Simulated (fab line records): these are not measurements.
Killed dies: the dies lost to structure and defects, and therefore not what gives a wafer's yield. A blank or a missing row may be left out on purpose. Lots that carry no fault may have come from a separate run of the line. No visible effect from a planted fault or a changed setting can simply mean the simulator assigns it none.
Chamber matching || flow nand-harc || NHARC_P_ZERO_WELL_DESCUM_54 on rie-diel-12: 4 sister chambers
The step chemistry O2, time 3 s. 4 wafers are shown with their chamber, then 10 later ones without.

## WAFERS, EACH WITH ITS CHAMBER
{"wafer": "L082.1", "chamber": 0, "drypump-motor-current-A (A)": 6.7}
{"wafer": "L088.4", "chamber": 2, "drypump-motor-current-A (A)": 5.9}
{"wafer": "L090.1", "chamber": 1, "drypump-motor-current-A (A)": 6.2}
{"wafer": "L090.3", "chamber": 3, "drypump-motor-current-A (A)": 5.3}

## WAFERS WHOSE CHAMBER IS MISSING
{"wafer": "L090.4", "drypump-motor-current-A (A)": 5.8}
{"wafer": "L091.1", "drypump-motor-current-A (A)": 5.4}
{"wafer": "L091.3", "drypump-motor-current-A (A)": 6.2}
{"wafer": "L091.5", "drypump-motor-current-A (A)": 6.7}
{"wafer": "L092.1", "drypump-motor-current-A (A)": 6.2}
{"wafer": "L092.2", "drypump-motor-current-A (A)": 5.8}
{"wafer": "L092.4", "drypump-motor-current-A (A)": 5.4}
{"wafer": "L096.1", "drypump-motor-current-A (A)": 6.7}
{"wafer": "L096.2", "drypump-motor-current-A (A)": 5.4}
{"wafer": "L096.3", "drypump-motor-current-A (A)": 6.2}

## CHAMBER TAKEN BY EACH
{"wafer": "L090.4", "from the rows above": 2, "in truth": 2}
{"wafer": "L091.1", "from the rows above": 3, "in truth": 3}
{"wafer": "L091.3", "from the rows above": 1, "in truth": 1}
{"wafer": "L091.5", "from the rows above": 0, "in truth": 0}
{"wafer": "L092.1", "from the rows above": 1, "in truth": 1}
{"wafer": "L092.2", "from the rows above": 2, "in truth": 2}
{"wafer": "L092.4", "from the rows above": 3, "in truth": 3}
{"wafer": "L096.1", "from the rows above": 0, "in truth": 0}
{"wafer": "L096.2", "from the rows above": 3, "in truth": 3}
{"wafer": "L096.3", "from the rows above": 1, "in truth": 1}
Placed correctly: 10 of 10. Can't be placed from these rows: 0. Number placed wrongly: 0.
How it was worked out, from the rows above alone: a wafer's distance from a chamber is the root of the sum, over the readings, of the square of ((its reading less the chamber's mean) divided by the reading's scatter). The wafer belongs to the nearest chamber; if the next one is less than 2 further off, it can't be placed. For every chamber, the mean is computed from those of its wafers that are shown. The scatter: root of mean squared gap, hidden wafer to nearest shown wafer, with one shown wafer a chamber.
